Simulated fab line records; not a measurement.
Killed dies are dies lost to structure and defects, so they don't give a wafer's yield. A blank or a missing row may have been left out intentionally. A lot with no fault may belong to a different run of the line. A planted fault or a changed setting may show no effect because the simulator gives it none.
Matching of chambers + flow nand-harc + 4 sister chambers for NHARC_A_WL_FILL_ALD_10 on ald-hk-04
The step deposits SiO2, target thk 50 nm, pulse time 10 s, ald cycles 500. 8 wafers are shown with their chamber, then 8 later ones without.

== WAFERS, EACH WITH ITS CHAMBER ==
| wafer  | chamber | heater-power-w (W) | precursor-pulse-height-rel |
|--------|---------|--------------------|----------------------------|
| L074.5 | 1       | 441                | 1.051                      |
| L076.1 | 1       | 447                | 1.009                      |
| L088.2 | 3       | 470                | 0.993                      |
| L088.4 | 0       | 469                | 0.997                      |
| L091.2 | 2       | 417                | 1.014                      |
| L091.4 | 3       | 479                | 0.994                      |
| L091.5 | 2       | 417                | 1.044                      |
| L089.3 | 0       | 477                | 1.020                      |

== WAFERS WHOSE CHAMBER IS MISSING ==
| wafer  | heater-power-w (W) | precursor-pulse-height-rel |
|--------|--------------------|----------------------------|
| L089.2 | 416                | 1.026                      |
| L089.5 | 473                | 0.981                      |
| L094.1 | 473                | 1.020                      |
| L094.3 | 421                | 0.974                      |
| L094.5 | 433                | 0.993                      |
| L095.3 | 465                | 0.966                      |
| L095.2 | 421                | 0.969                      |
| L095.5 | 468                | 1.000                      |

== THE CHAMBER EACH PASSED THROUGH ==
| wafer  | from the rows above     | in truth                   |
|--------|-------------------------|----------------------------|
| L089.2 | 2                       | 2                          |
| L089.5 | can't be placed: 3 or 0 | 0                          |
| L094.1 | can't be placed: 0 or 3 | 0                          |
| L094.3 | 2                       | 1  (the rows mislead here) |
| L094.5 | can't be placed: 1 or 2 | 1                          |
| L095.3 | can't be placed: 3 or 0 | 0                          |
| L095.2 | 2                       | 2                          |
| L095.5 | can't be placed: 0 or 3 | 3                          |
2 of 8 placed correctly. These rows do not allow placing 5 (true chamber among the candidates in 5). Placed wrongly: 1.
How it was worked out, from the rows above alone: a wafer's distance from a chamber is the root of the sum, over the readings, of the square of ((its reading less the chamber's mean) divided by the reading's scatter). The wafer belongs to the nearest chamber; if the next one is less than 2 further off, it can't be placed. For every chamber, the mean is computed from those of its wafers that are shown. How the scatter is found: for the shown wafers, subtract from each reading the mean of its chamber, square and add these, divide the total by (wafers less chambers), then take the root.
